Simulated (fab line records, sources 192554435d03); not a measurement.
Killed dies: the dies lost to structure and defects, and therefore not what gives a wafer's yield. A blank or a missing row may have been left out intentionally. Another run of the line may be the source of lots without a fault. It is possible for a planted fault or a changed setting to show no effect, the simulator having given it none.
Matching of chambers | flow n5Finfet | 4 sister chambers for N5_GATE_CUT_CMP_43 on cmp-02
The step polishes SiO2. 4 wafers are shown with their chamber, then 9 later ones without.

WAFERS PAIRED WITH THEIR CHAMBERS
wafer  | chamber | motorCurrentA (A)
L081.5 | 0       | 15.0
L086.3 | 2       | 14.0
L086.4 | 3       | 11.2
L086.6 | 1       | 13.4

WAFERS WITHOUT THEIR CHAMBER
wafer  | motorCurrentA (A)
L089.2 | 11.1
L089.4 | 14.6
L089.6 | 13.7
L092.2 | 13.4
L092.4 | 14.8
L092.5 | 13.5
L094.1 | 14.1
L094.4 | 11.4
L094.5 | 14.3

WHICH CHAMBER EACH WENT THROUGH
wafer  | from the rows above     | in truth
L089.2 | 3                       | 3
L089.4 | can't be placed: 0 or 2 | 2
L089.6 | can't be placed: 1 or 2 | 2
L092.2 | 1                       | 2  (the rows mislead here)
L092.4 | 0                       | 0
L092.5 | can't be placed: 1 or 2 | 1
L094.1 | 2                       | 2
L094.4 | 3                       | 3
L094.5 | can't be placed: 2 or 0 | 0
4 of 9 placed correctly. Cannot be placed on the basis of these rows: 4; the candidates contain the true chamber in 4. Number placed wrongly: 1.
How it was worked out, from the rows above alone: a wafer's distance from a chamber is the root of the sum, over the readings, of the square of ((its reading less the chamber's mean) divided by the reading's scatter). The wafer belongs to the nearest chamber; if the next one is less than 2 further off, it can't be placed. Each chamber's mean is taken over the wafers shown for it. The scatter (one wafer shown for each chamber): square how far every hidden wafer sits from the nearest shown wafer, average those squares and take the square root.
